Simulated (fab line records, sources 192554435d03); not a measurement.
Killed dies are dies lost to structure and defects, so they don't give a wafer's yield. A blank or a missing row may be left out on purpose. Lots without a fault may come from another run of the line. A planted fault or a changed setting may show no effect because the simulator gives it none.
Chamber matching | flow n5_finfet | N5_BEOL_M9_ETCH_66 on rie_diel-05: 4 sister chambers
The step etches SOC in N2/H2, target depth 80 nm, overetch 16 nm, time 120 s. 4 wafers are shown with their chamber, then 11 later ones without.

WAFERS WITH THEIR CHAMBER
wafer  | chamber | drypump_motor_current_A (A)
L082.5 | 1       | 5.2
L084.4 | 3       | 5.6
L084.5 | 2       | 6.1
L089.1 | 0       | 6.2

WAFERS WITHOUT THEIR CHAMBER
wafer  | drypump_motor_current_A (A)
L089.2 | 5.6
L089.4 | 6.0
L090.1 | 6.1
L090.2 | 6.1
L090.3 | 5.2
L092.1 | 6.1
L092.2 | 6.1
L092.3 | 5.6
L093.3 | 6.2
L093.4 | 6.2
L093.6 | 5.2

WHICH CHAMBER EACH WENT THROUGH
wafer  | from the rows above | in truth
L089.2 | 3                   | 3
L089.4 | 2                   | 2
L090.1 | 2                   | 2
L090.2 | 2                   | 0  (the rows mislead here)
L090.3 | 1                   | 1
L092.1 | 2                   | 2
L092.2 | 2                   | 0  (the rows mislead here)
L092.3 | 3                   | 3
L093.3 | 0                   | 0
L093.4 | 0                   | 0
L093.6 | 1                   | 1
Placed correctly: 9 of 11. Can't be placed from these rows: 0. Placed wrongly: 2.
How it was worked out, from the rows above alone: a wafer's distance from a chamber is the root of the sum, over the readings, of the square of ((its reading less the chamber's mean) divided by the reading's scatter). The wafer belongs to the nearest chamber; if the next one is less than 2 further off, it can't be placed. A chamber's mean is the mean of its shown wafers. The scatter: with one shown wafer a chamber, the root of the mean of the squares of how far each hidden wafer lies from its nearest shown one.
